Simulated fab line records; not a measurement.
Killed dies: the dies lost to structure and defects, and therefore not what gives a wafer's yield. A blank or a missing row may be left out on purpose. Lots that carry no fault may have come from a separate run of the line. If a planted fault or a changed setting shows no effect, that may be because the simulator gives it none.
Split-lot experiment :: flow n5Finfet :: on a route of 1938 steps: 7 lots, 21 wafers read

SPLIT DETAILS
At N5_BEOL_M2_HM_DEP_02 (deposits TiN, target thk 20 nm), the setting targetThkA was moved away from the recipe's 200 angstrom on 7 of the 21 wafers read, by -7.0% to +8.3%. All remaining wafers had this setting at the recipe value.

FROM THE SPLIT TO THE READING: what the file shows between them, 9 steps
- N5_BEOL_M2_COAT_61: time 60 s, resist thk 60 nm (also split here: spinRpm)
- N5_BEOL_M2_COAT_62: time 60 s, resist thk 12 nm
- N5_BEOL_M2_COAT_73: time 60 s, resist thk 5 nm
- N5_BEOL_M2_ETCH_74: etches underlayer in N2/H2, target depth 6.5 nm, time 5.2 s
- N5_BEOL_M2_ETCH_63: etches SiARC in CF4, target depth 15.6 nm, time 26 s
- N5_BEOL_M2_ETCH_64: etches SOC in N2/H2, target depth 75 nm, overetch 22.5 nm, time 121.9 s
- N5_BEOL_M2_STRIP_65: strips in N2/H2
- N5_BEOL_M2_STRIP_75: strips in N2/H2
- N5_BEOL_M2_STRIP_66: strips in CF4

THE READING
etch.depthNm (the simulator's own value, which no gauge read), in nm, at N5_BEOL_M2_HM_OPEN_17 (chemistry Cl2/BCl3, target TiN, target depth 20 nm, overetch 6 nm). The file gives no usual value for it. Across the 14 wafers here that went through the recipe, the average is 20.05 nm and the standard deviation 0.17 nm.

wafer: L076.1
tool, chamber at the split: pvdSputter-01, -
targetThkA as run, angstrom: 200
against the recipe: recipe
etch.depthNm, nm: 20.04
against lot-mates on the recipe: -

wafer: L076.2
tool, chamber at the split: pvdSputter-01, -
targetThkA as run, angstrom: 200
against the recipe: recipe
etch.depthNm, nm: 20.16
against lot-mates on the recipe: -

wafer: L076.4
tool, chamber at the split: pvdSputter-01, -
targetThkA as run, angstrom: 200
against the recipe: recipe
etch.depthNm, nm: 20.25
against lot-mates on the recipe: -

wafer: L082.1
tool, chamber at the split: pvdSputter-03, -
targetThkA as run, angstrom: 200
against the recipe: recipe
etch.depthNm, nm: 19.94
against lot-mates on the recipe: -

wafer: L082.2
tool, chamber at the split: pvdSputter-03, -
targetThkA as run, angstrom: 200
against the recipe: recipe
etch.depthNm, nm: 20.35
against lot-mates on the recipe: -

wafer: L082.6
tool, chamber at the split: pvdSputter-03, -
targetThkA as run, angstrom: 200
against the recipe: recipe
etch.depthNm, nm: 19.86
against lot-mates on the recipe: -

wafer: L089.2
tool, chamber at the split: pvdSputter-01, -
targetThkA as run, angstrom: 200
against the recipe: recipe
etch.depthNm, nm: 20.02
against lot-mates on the recipe: -

wafer: L089.3
tool, chamber at the split: pvdSputter-01, -
targetThkA as run, angstrom: 200
against the recipe: recipe
etch.depthNm, nm: 19.86
against lot-mates on the recipe: -

wafer: L089.6
tool, chamber at the split: pvdSputter-01, -
targetThkA as run, angstrom: 200
against the recipe: recipe
etch.depthNm, nm: 19.83
against lot-mates on the recipe: -

wafer: L093.4
tool, chamber at the split: pvdSputter-01, -
targetThkA as run, angstrom: 213.4
against the recipe: +6.7%
etch.depthNm, nm: 21.62
against lot-mates on the recipe: +1.70

wafer: L093.5
tool, chamber at the split: pvdSputter-01, -
targetThkA as run, angstrom: 213.4
against the recipe: +6.7%
etch.depthNm, nm: 21.29
against lot-mates on the recipe: +1.37

wafer: L093.6
tool, chamber at the split: pvdSputter-01, -
targetThkA as run, angstrom: 200
against the recipe: recipe
etch.depthNm, nm: 19.92
against lot-mates on the recipe: -

wafer: L094.1
tool, chamber at the split: pvdSputter-03, -
targetThkA as run, angstrom: 200
against the recipe: recipe
etch.depthNm, nm: 20.29
against lot-mates on the recipe: -

wafer: L094.5
tool, chamber at the split: pvdSputter-03, -
targetThkA as run, angstrom: 200
against the recipe: recipe
etch.depthNm, nm: 20.1
against lot-mates on the recipe: -

wafer: L094.6
tool, chamber at the split: pvdSputter-03, -
targetThkA as run, angstrom: 200
against the recipe: recipe
etch.depthNm, nm: 19.92
against lot-mates on the recipe: -

wafer: L092.1
tool, chamber at the split: pvdSputter-01, -
targetThkA as run, angstrom: 200
against the recipe: recipe
etch.depthNm, nm: 20.23
against lot-mates on the recipe: -

wafer: L092.4
tool, chamber at the split: pvdSputter-01, -
targetThkA as run, angstrom: 216.6
against the recipe: +8.3%
etch.depthNm, nm: 21.67
against lot-mates on the recipe: +1.44

wafer: L092.5
tool, chamber at the split: pvdSputter-01, -
targetThkA as run, angstrom: 216.6
against the recipe: +8.3%
etch.depthNm, nm: 21.84
against lot-mates on the recipe: +1.61

wafer: L096.1
tool, chamber at the split: pvdSputter-02, -
targetThkA as run, angstrom: 186
against the recipe: -7.0%
etch.depthNm, nm: 18.37
against lot-mates on the recipe: no lot-mate on the recipe

wafer: L096.2
tool, chamber at the split: pvdSputter-02, -
targetThkA as run, angstrom: 186
against the recipe: -7.0%
etch.depthNm, nm: 18.35
against lot-mates on the recipe: no lot-mate on the recipe

wafer: L096.6
tool, chamber at the split: pvdSputter-02, -
targetThkA as run, angstrom: 186
against the recipe: -7.0%
etch.depthNm, nm: 18.79
against lot-mates on the recipe: no lot-mate on the recipe

THE FIT
A straight line over all 21 wafers: etch.depthNm changes by +0.213 nm for each +1% of targetThkA; r = +0.98; the points scatter about the line by 0.18 nm.
The same after taking each lot's own level away (the mean of its wafers on the recipe; 18 wafers): +0.201 nm for each +1%; r = +0.97; scatter 0.16 nm.
According to that fit, moving targetThkA by its largest amount changes the reading by 1.7 nm.
From 19.903 to 20.230 nm: that is the span of the lots' own levels, equal to 1.9 times the standard deviation above.
Consequently the slope shifts little with the lot-to-lot level, the two slopes agreeing.
Check: for one of the wafers moved furthest among these (+8.3%), held out of the fit, the line's prediction against its lot-mates is +1.77 nm. It came out at +1.44 nm against them.

OTHER SPLITS ON THESE WAFERS
Note: prior to the reading, these wafers also went through further splits. Each is held against what the fit with the lots' levels taken away leaves over:
other split on the same wafers: N5_BEOL_M1_PECVD_72 timeS
wafers away from the commonest value: 10
r with etch.depthNm (lot level and that fit taken away): +0.29

other split on the same wafers: N5_BEOL_M1_EXPOSE_08 doseMj
wafers away from the commonest value: 9
r with etch.depthNm (lot level and that fit taken away): -0.16

other split on the same wafers: N5_BEOL_M2_COAT_61 spinRpm
wafers away from the commonest value: 6
r with etch.depthNm (lot level and that fit taken away): +0.14

THE WHOLE CHAIN: every reading that the file lists as answering this split, in the file's order
step: N5_BEOL_M2_HM_DEP_02
what it does: deposits TiN, target thk 20 nm
reading: TiN_of_BEOL_M2_HM_DEP_02.thkNm (the simulator's own value, which no gauge read)
change (the file's fit): +0.192 nm for each +1% of the setting
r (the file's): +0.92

step: N5_BEOL_M2_HM_OPEN_17
what it does: chemistry Cl2/BCl3, target TiN, target depth 20 nm, overetch 6 nm
reading: etch.depthNm (the simulator's own value, which no gauge read)
change (the file's fit): +0.202 nm for each +1% of the setting
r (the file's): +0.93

FILE'S OWN FIT
etch.depthNm changes by +0.202 nm for each +1% of targetThkA, r = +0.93.
